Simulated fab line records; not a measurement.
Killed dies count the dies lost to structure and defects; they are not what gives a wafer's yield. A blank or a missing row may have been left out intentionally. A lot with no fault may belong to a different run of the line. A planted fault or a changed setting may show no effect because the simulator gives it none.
What tool caused it? ; flow nand-harc ; Sampling: 6 lots, 18 wafers, 5 of 1159 route steps

== WHAT THE GAUGES READ, wafer by wafer ==
NHARC_END_SORT_01.
lot;measured;on;killed-at-periphery
L273;day 20 00:14;prober-02;2 3 4
L272;day 20 00:17;prober-01;3 2 3
L274;day 21 05:05;prober-01;3 0 5
L281;day 22 03:39;prober-02;2 0 0
L283;day 22 12:06;prober-02;2 2 5
L290;day 24 19:07;prober-01;4 2 3

== WHICH TOOL RAN EACH LOT (tool, then ch and the chambers of the sampled wafers, then the start) ==
lot;NHARC_P_GATE_STRIP_95;NHARC_P_CONTACT_DEP_30;NHARC_P_CONTACT_EXPOSE_09;NHARC_P_CONTACT_ETCH_35
L273;plasma-asher-02 ch 0,1, day 6 03:34;pecvd-01 ch 1,2, day 6 05:30;arfi-scanner-01 ch 0, day 6 06:44;rie-diel-06 ch 0,1,2, day 6 07:12
L272;plasma-asher-02 ch 0,1, day 6 04:20;pecvd-04 ch 0,1,2, day 6 06:15;arfi-scanner-01 ch 0, day 6 07:39;rie-diel-06 ch 0,2,3, day 6 08:05
L274;plasma-asher-02 ch 0,1, day 6 20:34;pecvd-01 ch 0,1,2, day 6 22:31;arfi-scanner-03 ch 0, day 6 23:52;rie-diel-06 ch 1,2, day 7 00:19
L281;plasma-asher-02 ch 0,1, day 8 13:50;pecvd-03 ch 0,1, day 8 15:52;arfi-scanner-02 ch 0, day 8 17:17;rie-diel-09 ch 2,3, day 8 17:41
L283;plasma-asher-01 ch 0,1, day 9 00:13;pecvd-04 ch 1,2, day 9 02:25;arfi-scanner-02 ch 0, day 9 03:42;rie-diel-09 ch 0,1,2, day 9 04:08
L290;plasma-asher-02 ch 0,1, day 10 20:19;pecvd-03 ch 0,2, day 10 22:17;arfi-scanner-02 ch 0, day 10 23:37;rie-diel-09 ch 0,1,3, day 11 00:02
- NHARC_P_GATE_STRIP_95: strips in O2.
- NHARC_P_CONTACT_DEP_30: deposits SiNx, target thk 30 nm.
- NHARC_P_CONTACT_EXPOSE_09: exposes mask P CA, target cd 90 nm.
- NHARC_P_CONTACT_ETCH_35: etches the open film in CF4, target depth 39 nm, time 65 s.

== THE ANSWER, worked out from the rows above alone ==
Rule: usual is defined by the lots themselves. Put in order of their means at a reading, lots are off if they are a third of the lots or fewer, leave a main group of 4 or more, and stand apart from it by a gap of 3 or more times the standard deviation of the main group's means; of several such gaps the widest counts. A main group whose means are all the same, to the digits that the tables above print for the reading, isn't used. Also off: a lot with no number at a reading for which 4 or more lots have one. Any other lot the step has rows for is counted as sound.
Nothing can be told from this: no lot is off at any reading shown.

== WHAT THE SIMULATOR HAD INSERTED ==
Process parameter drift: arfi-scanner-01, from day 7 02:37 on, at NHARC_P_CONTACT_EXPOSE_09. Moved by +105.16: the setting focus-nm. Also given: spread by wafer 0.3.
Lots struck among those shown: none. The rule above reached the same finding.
